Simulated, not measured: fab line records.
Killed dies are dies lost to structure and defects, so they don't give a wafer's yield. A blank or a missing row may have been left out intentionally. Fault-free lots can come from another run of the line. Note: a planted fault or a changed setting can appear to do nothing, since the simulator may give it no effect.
Matching of chambers / flow nand-harc / 4 sister chambers for NHARC_A_STAIRCASE_DESCUM_443 on rie-diel-11
The step chemistry O2, time 3 s. 18 wafers are shown with their chamber, then 9 later ones without.

== WAFERS WITH THEIR CHAMBER ==
wafer=L077.2; chamber=2; showerhead-plenum-p-Torr (Torr)=1.88; drypump-motor-current-A (A)=6.6; throttle-valve-pct (%)=11.306
wafer=L077.3; chamber=0; showerhead-plenum-p-Torr (Torr)=1.78; drypump-motor-current-A (A)=6.2; throttle-valve-pct (%)=11.297
wafer=L077.6; chamber=2; showerhead-plenum-p-Torr (Torr)=1.88; drypump-motor-current-A (A)=6.5; throttle-valve-pct (%)=11.316
wafer=L078.2; chamber=1; showerhead-plenum-p-Torr (Torr)=1.86; drypump-motor-current-A (A)=6.2; throttle-valve-pct (%)=11.312
wafer=L078.4; chamber=0; showerhead-plenum-p-Torr (Torr)=1.78; drypump-motor-current-A (A)=6.2; throttle-valve-pct (%)=11.316
wafer=L078.5; chamber=3; showerhead-plenum-p-Torr (Torr)=1.93; drypump-motor-current-A (A)=6.1; throttle-valve-pct (%)=11.305
wafer=L080.3; chamber=2; showerhead-plenum-p-Torr (Torr)=1.88; drypump-motor-current-A (A)=6.6; throttle-valve-pct (%)=11.306
wafer=L080.5; chamber=0; showerhead-plenum-p-Torr (Torr)=1.78; drypump-motor-current-A (A)=6.2; throttle-valve-pct (%)=11.312
wafer=L080.6; chamber=1; showerhead-plenum-p-Torr (Torr)=1.86; drypump-motor-current-A (A)=6.2; throttle-valve-pct (%)=11.308
wafer=L085.1; chamber=1; showerhead-plenum-p-Torr (Torr)=1.85; drypump-motor-current-A (A)=6.1; throttle-valve-pct (%)=11.317
wafer=L085.3; chamber=3; showerhead-plenum-p-Torr (Torr)=1.93; drypump-motor-current-A (A)=6.1; throttle-valve-pct (%)=11.301
wafer=L085.5; chamber=3; showerhead-plenum-p-Torr (Torr)=1.93; drypump-motor-current-A (A)=6.1; throttle-valve-pct (%)=11.292
wafer=L088.1; chamber=1; showerhead-plenum-p-Torr (Torr)=1.85; drypump-motor-current-A (A)=6.2; throttle-valve-pct (%)=11.293
wafer=L088.4; chamber=0; showerhead-plenum-p-Torr (Torr)=1.77; drypump-motor-current-A (A)=6.2; throttle-valve-pct (%)=11.298
wafer=L088.5; chamber=1; showerhead-plenum-p-Torr (Torr)=1.85; drypump-motor-current-A (A)=6.2; throttle-valve-pct (%)=11.312
wafer=L089.3; chamber=0; showerhead-plenum-p-Torr (Torr)=1.77; drypump-motor-current-A (A)=6.2; throttle-valve-pct (%)=11.306
wafer=L089.5; chamber=1; showerhead-plenum-p-Torr (Torr)=1.85; drypump-motor-current-A (A)=6.2; throttle-valve-pct (%)=11.303
wafer=L089.6; chamber=2; showerhead-plenum-p-Torr (Torr)=1.87; drypump-motor-current-A (A)=6.6; throttle-valve-pct (%)=11.320

SIGNATURES (means of the wafers above)
reading=showerhead-plenum-p-Torr; chamber 0=1.7760; chamber 1=1.8533; chamber 2=1.8775; chamber 3=1.9300; scatter within a chamber=0.00484
reading=drypump-motor-current-A; chamber 0=6.200; chamber 1=6.183; chamber 2=6.575; chamber 3=6.100; scatter within a chamber=0.0336
reading=throttle-valve-pct; chamber 0=11.30580; chamber 1=11.30750; chamber 2=11.31200; chamber 3=11.29933; scatter within a chamber=0.00794
Rule: distance of a wafer from a chamber = root of the sum over the readings of ((wafer's reading minus chamber's mean) / reading's scatter) squared. If the next closest chamber is less than 2 further off than the closest, the wafer can't be placed; otherwise it belongs to the closest. The scatter: the root of (the sum of the squares of (reading less its chamber's mean) over the shown wafers, divided by (wafers less chambers)).

== WAFERS MISSING THEIR CHAMBER ==
wafer=L091.1; showerhead-plenum-p-Torr (Torr)=1.77; drypump-motor-current-A (A)=6.2; throttle-valve-pct (%)=11.302
wafer=L091.5; showerhead-plenum-p-Torr (Torr)=1.87; drypump-motor-current-A (A)=6.6; throttle-valve-pct (%)=11.311
wafer=L091.6; showerhead-plenum-p-Torr (Torr)=1.92; drypump-motor-current-A (A)=6.1; throttle-valve-pct (%)=11.309
wafer=L095.1; showerhead-plenum-p-Torr (Torr)=1.86; drypump-motor-current-A (A)=6.6; throttle-valve-pct (%)=11.305
wafer=L095.3; showerhead-plenum-p-Torr (Torr)=1.92; drypump-motor-current-A (A)=6.1; throttle-valve-pct (%)=11.306
wafer=L095.4; showerhead-plenum-p-Torr (Torr)=1.84; drypump-motor-current-A (A)=6.1; throttle-valve-pct (%)=11.309
wafer=L097.1; showerhead-plenum-p-Torr (Torr)=1.86; drypump-motor-current-A (A)=6.5; throttle-valve-pct (%)=11.318
wafer=L097.2; showerhead-plenum-p-Torr (Torr)=2.07; drypump-motor-current-A (A)=6.2; throttle-valve-pct (%)=11.309
wafer=L097.5; showerhead-plenum-p-Torr (Torr)=1.92; drypump-motor-current-A (A)=6.1; throttle-valve-pct (%)=11.309

== EACH ONE'S CHAMBER ==
wafer=L091.1; from the rows above=0; in truth=0
wafer=L091.5; from the rows above=2; in truth=2
wafer=L091.6; from the rows above=3; in truth=3
wafer=L095.1; from the rows above=2; in truth=2
wafer=L095.3; from the rows above=3; in truth=3
wafer=L095.4; from the rows above=1; in truth=1
wafer=L097.1; from the rows above=2; in truth=2
wafer=L097.2; from the rows above=3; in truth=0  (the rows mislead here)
wafer=L097.5; from the rows above=3; in truth=3
Correctly placed: 8 of 9. Not placeable from these rows: 0. Wrongly placed: 1.
